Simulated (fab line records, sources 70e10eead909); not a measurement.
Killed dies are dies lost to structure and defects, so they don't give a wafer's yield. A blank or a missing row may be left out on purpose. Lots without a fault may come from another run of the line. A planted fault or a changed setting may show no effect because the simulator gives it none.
Which tool did it? | flow nand_harc | 7 lots, 21 wafers sampled, at 3 steps of a route of 1302

WHAT THE GAUGES READ, wafer by wafer
NHARC_A_ONON_D2_THK_MEAS_11: measures by ellipsometry.
lot  | measured     | on            | thk_nm (nm)
L154 | day 12 18:28 | film_metro-02 | 1004 1005 1003
L158 | day 14 12:56 | film_metro-01 | 1002 1002 1003
L161 | day 15 23:01 | film_metro-02 | 998 998 999
L163 | day 16 23:24 | film_metro-01 | 994 993 994
L164 | day 17 03:19 | film_metro-01 | 996 997 997
L174 | day 20 22:08 | film_metro-01 | 1009 1009 1008
L176 | day 22 13:35 | film_metro-02 | 1008 1008 1007

WHICH TOOL RAN EACH LOT (tool, then ch and the chambers of the sampled wafers, then the start)
lot  | NHARC_A_DECK1_JOINT_CMP_13    | NHARC_A_ONON_D2_DEP_09
L154 | cmp-04 ch 1,2, day 11 14:11   | pecvd_onon-04 ch 0, day 12 17:57
L158 | cmp-04 ch 0,3, day 13 13:46   | pecvd_onon-04 ch 0, day 14 12:29
L161 | cmp-04 ch 0,2,3, day 14 20:30 | pecvd_onon-02 ch 0, day 15 22:31
L163 | cmp-04 ch 0,1, day 15 16:57   | pecvd_onon-04 ch 0, day 16 22:57
L164 | cmp-02 ch 0,1,2, day 16 01:49 | pecvd_onon-03 ch 0, day 17 02:52
L174 | cmp-04 ch 1,3, day 19 23:00   | pecvd_onon-02 ch 0, day 20 21:38
L176 | cmp-03 ch 0,1,2, day 21 07:38 | pecvd_onon-04 ch 0, day 22 13:04
- NHARC_A_DECK1_JOINT_CMP_13: polishes, target thk 51.023 nm.
- NHARC_A_ONON_D2_DEP_09: target thk 1000 nm.

THE ANSWER, worked out from the rows above alone
Rule: what is usual is taken from the lots themselves. Put in order of their means at a reading, lots are off if they are a third of the lots or fewer, leave a main group of 4 or more, and stand apart from it by a gap of 3 or more times the standard deviation of the main group's means; of several such gaps the widest counts. A main group whose means are all the same, to the digits that the tables above print for the reading, isn't used. A lot without any number at a reading at which 4 lots or more have one is off too. The other lots that the step has rows for count as sound.
No lot is off at any reading shown: from this, nothing can be told.

WHAT THE SIMULATOR HAD PUT IN
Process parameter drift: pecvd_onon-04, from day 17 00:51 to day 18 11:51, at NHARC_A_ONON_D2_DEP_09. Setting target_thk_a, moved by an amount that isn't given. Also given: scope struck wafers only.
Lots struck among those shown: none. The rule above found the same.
